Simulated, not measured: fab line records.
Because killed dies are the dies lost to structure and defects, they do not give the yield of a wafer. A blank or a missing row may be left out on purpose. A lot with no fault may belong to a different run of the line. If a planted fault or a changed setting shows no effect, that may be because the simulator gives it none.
fab line records + flow nandHarc
record:
- lots: 6
- wafers: 18
- lastDay: 33
route steps=1302 shown A_CHANNEL_FILL_D2@616
lots with no fault: from the same line, run without faults
startH: the number of hours between the record's first day and the start of the first shown wafer of the lot + waitH: time in hours since the lot's previous step + " repeats the value in the row above + L1.1+2: several wafers, shown together as one row + - value missing, or start not given + * or withheld: withheld + < > ~ a bound
route shown NAME@n: names a module that has steps shown in the file, with the first one's number in the route + usual: average and standard deviation across the fault-free wafers + same: alike in all rows + chamber/n: place in a boat + sites: per-site readings + _std_site: standard deviation across them + _edge_site: mean of outer sites minus mean of inner sites + radiusMm: for every site, how far away it sits from the centre of the wafer + mask NAME#n: copy n + behind: the last tool/chamber to shape the wafer + hold: cause of the lot's hold/its duration in hours/its outcome + device: which transistor (n, p or np) failed to switch + end of line: the tests these same wafers got at the end of their route + step lacking rows: just its recipe + killed: count of dies lost to structure and defects at first sort (not the wafer's yield) + map: per-die view of a wafer (x killed, . not killed, _ where there is no die)
set.NAME: the setting that was run; set.NAME@STEP: the one run at that earlier step + model.NAME: the simulator's own value behind a step, which no gauge read
lots seen at some steps along the route; tables by step, rows by wafer
services: from which hour (startH, from the record's first day; less than 0 if before it) a tool's chamber was out of use, for how many hours, and why
== steps ==
step: NHARC_A_CHANNEL_FILL_D2_ALD_16
recipe:
- targetThkA: 15
- pulseTimeS: 10
- aldCycles: 15
- tempC: 300
- material: SiO2
usual:
- heaterPowerW: 452/50
- precursorPulseHeightRel: 1.000/0.019
| lot.wafer | tool     | chamber | startH | waitH | heaterPowerW | precursorPulseHeightRel | sinceWetCleanH |
|-----------|----------|---------|--------|-------|--------------|-------------------------|----------------|
| L994.3    | aldHk-02 | 0       | 391.24 | 0.0   | 452          | 0.983                   | 27             |
| L994.2    | "        | 1       | "      | "     | 522          | 0.984                   | 27             |
| L994.6    | "        | 1       | "      | "     | 506          | 1.022                   | -              |
| L997.4    | aldHk-02 | 2       | 424.68 | 0.1   | 469          | 1.004                   | 60             |
| L997.1    | "        | 3       | "      | "     | 381          | 0.999                   | 61             |
| L997.5    | "        | 0       | "      | "     | 447          | 1.020                   | -              |
| L999.4    | aldHk-03 | 0       | 434.85 | 0.0   | 425          | 1.006                   | 33             |
| L999.2    | "        | 1       | "      | "     | 485          | 0.992                   | 33             |
| L999.3    | "        | 2       | "      | "     | 433          | 1.002                   | 33             |
| L998.2    | aldHk-03 | 3       | 435.01 | 0.2   | 433          | 0.995                   | 33             |
| L998.4    | "        | 1       | "      | "     | 473          | 1.005                   | 33             |
| L998.6    | "        | 3       | "      | "     | 422          | 0.997                   | -              |
| L106.4    | aldHk-02 | 0       | 516.47 | 0.1   | 449          | 1.001                   | 152            |
| L106.1    | "        | 1       | "      | "     | 522          | 0.989                   | 152            |
| L106.6    | "        | 2       | "      | "     | 470          | 1.009                   | -              |
| L108.4    | aldHk-04 | 3       | 533.19 | 0.2   | 462          | 1.015                   | 91             |
| L108.1    | "        | 0       | "      | "     | 392          | 0.974                   | 91             |
| L108.6    | "        | 0       | "      | "     | 392          | 0.944                   | -              |
step: NHARC_A_CHANNEL_FILL_D2_ANNEAL_17
recipe:
- tempC: 850
- timeS: 1800
step: NHARC_A_CHANNEL_FILL_D2_CVD_18
recipe:
- targetThkA: 30
- tempC: 550
- material: poly-Si
step: NHARC_A_CHANNEL_FILL_D2_ETCHBACK_19
recipe:
- targetDepthA: 50
- timeS: 1.7
- hbrFlowSccm: 150
- cl2FlowSccm: 50
- rfW: 400
- icpW: 400
- biasW: 100
- chemistry: HBr/Cl2
usual:
- drypumpMotorCurrentA: 5.3/0.55
- hbrFlowSccm: 149.9/0.42
- heBacksideLeakSccm: 2.52/0.2
- oesProductAu: 1.002/0.013
- rfFwdPowerW: 390.2/1.2
- throttleValvePct: 26.406/0.0092
| lot.wafer | tool     | chamber | startH | waitH | drypumpMotorCurrentA | hbrFlowSccm | heBacksideLeakSccm | oesProductAu | rfFwdPowerW | rfHoursCounterH | throttleValvePct |
|-----------|----------|---------|--------|-------|----------------------|-------------|--------------------|--------------|-------------|-----------------|------------------|
| L994.2    | rieSi-02 | 3       | 404.75 | 0.4   | 6.3                  | 150.1       | 2.49               | 0.991        | 389.3       | 0.8             | 26.404           |
| L994.3    | "        | 2       | "      | "     | 4.8                  | 150.1       | 2.29               | 0.985        | 389.4       | 0.7             | 26.408           |
| L994.6    | "        | 0       | "      | "     | 5.4                  | 150.3       | 2.82               | 0.984        | 389.7       | -               | 26.417           |
| L997.1    | rieSi-06 | 1       | 436.57 | 0.4   | 5.2                  | 149.9       | 2.52               | 1.009        | 390.8       | 0               | 26.388           |
| L997.4    | "        | 2       | "      | "     | 5.1                  | 149.7       | 2.34               | 1.045        | 390.1       | 0               | 26.404           |
| L997.5    | "        | 1       | "      | "     | 5.2                  | 149.9       | 2.67               | 1.021        | 393.4       | -               | 26.408           |
| L999.3    | rieSi-02 | 3       | 446.29 | 0.4   | 6.4                  | 149.4       | 2.40               | 0.990        | 390.1       | 0.9             | 26.397           |
| L999.2    | "        | 0       | "      | "     | 5.4                  | 150.5       | 2.81               | 1.011        | 389.4       | 1.1             | 26.400           |
| L999.4    | "        | 1       | "      | "     | 4.8                  | 149.8       | 2.39               | 1.018        | 389.9       | 0.9             | 26.416           |
| L998.4    | rieSi-04 | 3       | 446.29 | 0.4   | 5.6                  | 149.8       | 2.53               | 0.999        | 389.1       | 0.5             | 26.408           |
| L998.2    | "        | 1       | "      | "     | 5.1                  | 150.0       | 2.43               | 1.021        | 388.9       | 0.6             | 26.409           |
| L998.6    | "        | 0       | "      | "     | 4.9                  | 150.5       | 2.39               | 1.004        | 391.5       | -               | 26.421           |
| L106.1    | rieSi-02 | 0       | 528.20 | 0.4   | 5.4                  | 149.9       | 2.84               | 0.994        | 389.5       | 0.4             | 26.414           |
| L106.4    | "        | 2       | "      | "     | 4.7                  | 149.9       | 2.31               | 1.033        | 390.8       | 0.4             | 26.417           |
| L106.6    | "        | 0       | "      | "     | 5.4                  | 149.9       | 2.77               | 0.999        | 391.7       | -               | 26.406           |
| L108.1    | rieSi-04 | 3       | 545.30 | 0.4   | 5.6                  | 150.0       | 2.44               | 0.995        | 389.7       | 0.1             | 26.410           |
| L108.4    | "        | 0       | "      | "     | 4.9                  | 149.7       | 2.15               | 1.010        | 389.3       | 0.0             | 26.409           |
| L108.6    | "        | 3       | "      | "     | 5.6                  | 149.1       | 2.33               | 0.986        | 390.4       | -               | 26.380           |
step: NHARC_A_CHANNEL_FILL_D2_ETCHBACK_20
recipe:
- targetDepthA: 270
- timeS: 13.5
- c4f8FlowSccm: withheld
- o2FlowSccm: 8
- arFlowSccm: withheld
- rfW: 600
- biasW: 1500
- chemistry: C4F8/O2/Ar
usual:
- oesProductAu: 0.982/0.026
- rfFwdPowerW: 587.1/3
- rfVppV: 978/5.4
- runLengthS: 34.6/0.32
| lot.wafer | tool       | chamber | startH | waitH | oesProductAu | rfFwdPowerW | rfHoursCounterH | rfVppV | runLengthS |
|-----------|------------|---------|--------|-------|--------------|-------------|-----------------|--------|------------|
| L994.3    | rieDiel-03 | 2       | 404.88 | -     | 1.000        | 588.4       | 3.1             | 972    | 34.6       |
| L994.2    | "          | 0       | "      | "     | 0.964        | 588.5       | 3.3             | 985    | 34.1       |
| L994.6    | "          | 3       | "      | "     | 0.983        | 593.7       | -               | 981    | 34.3       |
| L997.4    | rieDiel-03 | 1       | 436.70 | -     | 0.988        | 590.6       | 4.2             | 974    | 34.7       |
| L997.1    | "          | 2       | "      | "     | 1.014        | 583.3       | 4.2             | 974    | 34.2       |
| L997.5    | "          | 2       | "      | "     | 1.012        | 587.3       | -               | 975    | 34.5       |
| L998.4    | rieDiel-05 | 2       | 446.42 | -     | 1.003        | 589.8       | 1.2             | 988    | 34.9       |
| L998.2    | "          | 0       | "      | "     | 1.020        | 586.6       | 1.1             | 969    | 35.3       |
| L998.6    | "          | 2       | "      | "     | 1.001        | 591.9       | -               | 986    | 34.7       |
| L999.2    | rieDiel-03 | 1       | 446.42 | -     | 0.980        | 585.6       | 4.4             | 973    | 34.5       |
| L999.4    | "          | 2       | "      | "     | 0.985        | 584.8       | 4.4             | 975    | 34.2       |
| L999.3    | "          | 3       | "      | "     | 0.967        | 596.1       | 4.2             | 981    | 34.8       |
| L106.1    | rieDiel-03 | 0       | 528.34 | -     | 0.990        | 583.7       | 1.3             | 986    | 34.1       |
| L106.4    | "          | 2       | "      | "     | 0.999        | 583.0       | 1.3             | 974    | 34.5       |
| L106.6    | "          | 3       | "      | "     | 0.999        | 592.3       | -               | 980    | 34.7       |
| L108.4    | rieDiel-07 | 1       | 545.43 | -     | 0.986        | 587.2       | 14.4            | 975    | 35.1       |
| L108.1    | "          | 3       | "      | "     | 1.009        | 587.2       | 13.1            | 978    | 34.3       |
| L108.6    | "          | 2       | "      | "     | 0.990        | 583.6       | -               | 983    | 34.7       |
step: NHARC_A_CHANNEL_FILL_D2_STRIP_28
recipe:
- timeS: 20
- o2FlowSccm: 500
- arFlowSccm: 0
- biasW: 0
- chemistry: O2
usual:
- drypumpMotorCurrentA: 5.66/0.23
- oesProductAu: 0.998/0.013
- rfVppV: 57.9/0.97
- showerheadPlenumPTorr: 3.53/0.14
- throttleValvePct: 17.036/0.0086
| lot.wafer | tool       | chamber | startH | waitH | drypumpMotorCurrentA | oesProductAu | rfHoursCounterH | rfVppV | showerheadPlenumPTorr | throttleValvePct |
|-----------|------------|---------|--------|-------|----------------------|--------------|-----------------|--------|-----------------------|------------------|
| L994.2    | rieDiel-03 | 2       | 404.97 | 0.1   | 5.53                 | 1.003        | 3.1             | 58.7   | 3.43                  | 17.046           |
| L994.3    | "          | 3       | "      | "     | 5.63                 | 1.001        | 3.1             | 59.1   | 3.57                  | 17.039           |
| L994.6    | "          | 1       | "      | "     | 5.51                 | 1.013        | -               | 57.3   | 3.42                  | 17.047           |
| L997.4    | rieDiel-03 | 0       | 436.79 | 0.1   | 5.75                 | 0.969        | 4.2             | 58.8   | 3.70                  | 17.045           |
| L997.1    | "          | 1       | "      | "     | 5.52                 | 0.995        | 4.2             | 57.2   | 3.42                  | 17.034           |
| L997.5    | "          | 1       | "      | "     | 5.52                 | 0.990        | -               | 57.3   | 3.42                  | 17.024           |
| L998.4    | rieDiel-05 | 2       | 446.50 | 0.1   | 5.56                 | 1.003        | 1.2             | 60.0   | 3.75                  | 17.046           |
| L998.2    | "          | 0       | "      | "     | 5.55                 | 1.018        | 1.1             | 58.3   | 3.33                  | 17.041           |
| L998.6    | "          | 3       | "      | "     | 5.84                 | 1.006        | -               | 58.1   | 3.61                  | 17.041           |
| L999.2    | rieDiel-03 | 0       | 446.51 | 0.1   | 5.77                 | 0.970        | 4.4             | 59.9   | 3.70                  | 17.035           |
| L999.3    | "          | 1       | "      | "     | 5.51                 | 1.007        | 4.4             | 57.6   | 3.42                  | 17.033           |
| L999.4    | "          | 2       | "      | "     | 5.55                 | 1.021        | 4.4             | 54.6   | 3.43                  | 17.040           |
| L106.4    | rieDiel-03 | 2       | 528.43 | 0.1   | 5.56                 | 1.004        | 1.3             | 57.7   | 3.43                  | 17.042           |
| L106.1    | "          | 3       | "      | "     | 5.66                 | 1.002        | 1.2             | 57.6   | 3.57                  | 17.037           |
| L106.6    | "          | 1       | "      | "     | 5.53                 | 0.994        | -               | 56.4   | 3.42                  | 17.021           |
| L108.4    | rieDiel-07 | 1       | 545.52 | 0.1   | 4.93                 | 0.987        | 14.4            | 56.7   | 3.44                  | 17.043           |
| L108.1    | "          | 2       | "      | "     | 6.60                 | 0.989        | 14.7            | 56.7   | 3.66                  | 17.035           |
| L108.6    | "          | 2       | "      | "     | 6.62                 | 0.987        | -               | 58.5   | 3.66                  | 17.032           |
step: NHARC_A_CHANNEL_FILL_D2_PRECLEAN_21
recipe:
- timeS: 30
- chemistry: dHF
step: NHARC_A_CHANNEL_FILL_D2_SRD_23
step: NHARC_A_CHANNEL_FILL_D2_CVD_05
recipe:
- targetThkA: 50
- tempC: 550
- material: poly-Si
step: NHARC_A_CHANNEL_FILL_D2_ANNEAL_22
recipe:
- tempC: 620
- timeS: 7200
step: NHARC_A_CHANNEL_FILL_D2_ALD_25
recipe:
- targetThkA: 600
- pulseTimeS: 10
- aldCycles: 600
- tempC: 300
- material: SiOx
usual:
- heaterPowerW: 453/51
- precursorPulseHeightRel: 1.001/0.02
| lot.wafer | tool     | chamber | startH | waitH | heaterPowerW | precursorPulseHeightRel | sinceWetCleanH |
|-----------|----------|---------|--------|-------|--------------|-------------------------|----------------|
| L994.2    | aldHk-04 | 0       | 419.48 | 0.7   | 384          | 1.018                   | 157            |
| L994.3    | "        | 1       | "      | "     | 578          | 1.007                   | 157            |
| L994.6    | "        | 0       | 421.91 | 3.1   | 390          | 1.010                   | -              |
| L997.1    | aldHk-02 | 3       | 448.16 | 0.1   | 382          | 1.006                   | 85             |
| L997.4    | "        | 2       | 450.00 | 1.9   | 473          | 1.011                   | 87             |
| L997.5    | "        | 3       | "      | "     | 386          | 1.022                   | -              |
| L999.3    | aldHk-02 | 1       | 458.37 | 0.0   | 525          | 0.993                   | 95             |
| L999.2    | "        | 3       | 459.59 | 1.3   | 379          | 1.003                   | 97             |
| L999.4    | "        | 0       | "      | "     | 458          | 1.006                   | 97             |
| L998.4    | aldHk-04 | 2       | 458.37 | 0.1   | 425          | 1.004                   | 18             |
| L998.2    | "        | 1       | 460.24 | 1.9   | 549          | 0.996                   | 19             |
| L998.6    | "        | 3       | 461.49 | 3.2   | 462          | 1.015                   | -              |
| L106.1    | aldHk-03 | 1       | 540.12 | 0.1   | 477          | 0.972                   | 140            |
| L106.4    | "        | 3       | 541.34 | 1.3   | 429          | 0.999                   | 141            |
| L106.6    | "        | 2       | 543.17 | 3.1   | 431          | 0.998                   | -              |
| L108.4    | aldHk-03 | 1       | 559.39 | 1.3   | 478          | 0.995                   | 159            |
| L108.1    | "        | 2       | "      | "     | 437          | 1.007                   | 159            |
| L108.6    | "        | 3       | "      | "     | 434          | 0.984                   | -              |
step: NHARC_A_CHANNEL_FILL_D2_ETCHBACK_08
recipe:
- targetDepthA: 2200
- timeS: 110
- c4f8FlowSccm: 20
- arFlowSccm: withheld
- rfW: 600
- biasW: 300
- chemistry: C4F8
usual:
- oesProductAu: 0.97/0.035
- rfFwdPowerW: 596.6/2.5
- rfVppV: 441.0/2.5
- runLengthS: 131.2/0.4
| lot.wafer | tool       | chamber | startH | waitH | oesProductAu | rfFwdPowerW | rfHoursCounterH | rfVppV | runLengthS |
|-----------|------------|---------|--------|-------|--------------|-------------|-----------------|--------|------------|
| L994.2    | rieDiel-03 | 3       | 424.40 | -     | 0.92         | 599.1       | 4               | 441.7  | 130.7      |
| L994.3    | "          | 0       | "      | "     | 0.90         | 594.3       | 4               | 443.8  | 130.8      |
| L994.6    | "          | 2       | "      | "     | 0.94         | 599.3       | -               | 437.4  | 131.0      |
| L997.1    | rieDiel-05 | 2       | 453.69 | -     | 0.99         | 596.5       | 1               | 444.4  | 132.0      |
| L997.4    | "          | 2       | "      | "     | 1.00         | 596.6       | -               | 443.9  | 131.6      |
| L997.5    | "          | 1       | "      | "     | 1.00         | 594.2       | -               | 439.9  | 191.5      |
| L999.4    | rieDiel-05 | 0       | 463.89 | -     | 1.02         | 596.3       | 1               | 438.1  | 132.1      |
| L999.2    | "          | 1       | "      | "     | 1.01         | 595.4       | 1               | 439.1  | 130.7      |
| L999.3    | "          | 3       | "      | "     | 1.01         | 597.2       | 2               | 442.9  | 192.2      |
| L998.4    | rieDiel-07 | 1       | 463.98 | -     | 0.98         | 595.6       | 19              | 438.2  | 131.8      |
| L998.2    | "          | 0       | "      | "     | 0.99         | 594.3       | 25              | 439.5  | 131.5      |
| L998.6    | "          | 1       | "      | "     | 0.97         | 597.6       | -               | 440.2  | 131.7      |
| L106.4    | rieDiel-03 | 0       | 545.66 | -     | 0.92         | 599.4       | 2               | 442.9  | 130.9      |
| L106.1    | "          | 1       | "      | "     | 0.92         | 594.1       | 2               | 439.4  | 131.2      |
| L106.6    | "          | 3       | "      | "     | 0.93         | 595.3       | -               | 441.6  | 130.9      |
| L108.4    | rieDiel-05 | 0       | 563.81 | -     | 0.93         | 593.3       | 4               | 437.0  | 131.8      |
| L108.1    | "          | 1       | "      | "     | 0.93         | 597.6       | 4               | 440.2  | 130.6      |
| L108.6    | "          | 2       | "      | "     | 0.92         | 599.8       | -               | 444.5  | 131.3      |
step: NHARC_A_CHANNEL_FILL_D2_STRIP_29
recipe:
- timeS: 20
- o2FlowSccm: 500
- arFlowSccm: 0
- biasW: 0
- chemistry: O2
== services ==
| tool       | chamber | startH | hours | kind   |
|------------|---------|--------|-------|--------|
| rieDiel-03 | 0       | 368.04 | -     | clean  |
| rieDiel-03 | 1       | 368.04 | -     | clean  |
| rieSi-02   | 1       | 374.47 | 28.4  | repair |
| rieSi-04   | 0       | 397.10 | 1.4   | repair |
| rieDiel-05 | 2       | 403.26 | 12.0  | repair |
| rieDiel-05 | -       | 406.73 | 9.0   | pm     |
| rieDiel-05 | 1       | 419.70 | 14.8  | repair |
| rieSi-04   | 3       | 425.01 | 15.6  | repair |
| rieSi-06   | -       | 426.00 | 9.0   | pm     |
| aldHk-04   | -       | 432.00 | 10.0  | pm     |
| rieDiel-07 | -       | 435.37 | 10.2  | repair |
| rieSi-06   | 2       | 450.46 | 6.2   | repair |
| rieDiel-05 | 0       | 453.27 | 9.0   | repair |
| rieSi-02   | -       | 454.00 | 9.0   | pm     |
| rieDiel-03 | -       | 462.54 | 9.0   | pm     |
| aldHk-03   | -       | 468.90 | 0.6   | repair |
| rieDiel-07 | -       | 471.20 | 9.0   | pm     |
| aldHk-02   | -       | 471.27 | 0.9   | repair |
| rieDiel-05 | 3       | 502.54 | 7.1   | repair |
| rieSi-04   | 3       | 509.62 | 3.3   | repair |
| rieSi-04   | -       | 519.00 | 9.0   | pm     |
| rieSi-02   | 2       | 528.97 | 11.5  | repair |
| rieSi-02   | 3       | 531.13 | 4.7   | repair |
| rieDiel-03 | -       | 543.87 | 0.6   | repair |
== key ==
firstSign:
- step: NHARC_A_CHANNEL_FILL_D2_ETCHBACK_08
- reading: runLengthS
- direction: up
- sigmas: 99+
- usual: *
- struck: *
effect none on later readings
metAt NHARC_A_CHANNEL_FILL_D2_ETCHBACK_08
struckWafers L997.5,L999.3
testerLeftOut L997,L999
fault:
- kind: processParameterDrift
- tool: rieDiel-05
- chamber: -
- onsetH: 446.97
- steps: NHARC_A_CHANNEL_FILL_D2_ETCHBACK_08
- channel: timeS
- offset: *
- shape: step
- endH: 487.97
- scope: struckWafersOnly
- actsIn: *
- stated: *
testerLeftOut: of these lots the tester's yield and bins aren't shown, on N5 and GAA mostly nor the transistor test; their killed dies are dies lost to structure and defects alone, not to doping, threshold or leakage, so they don't give the yield
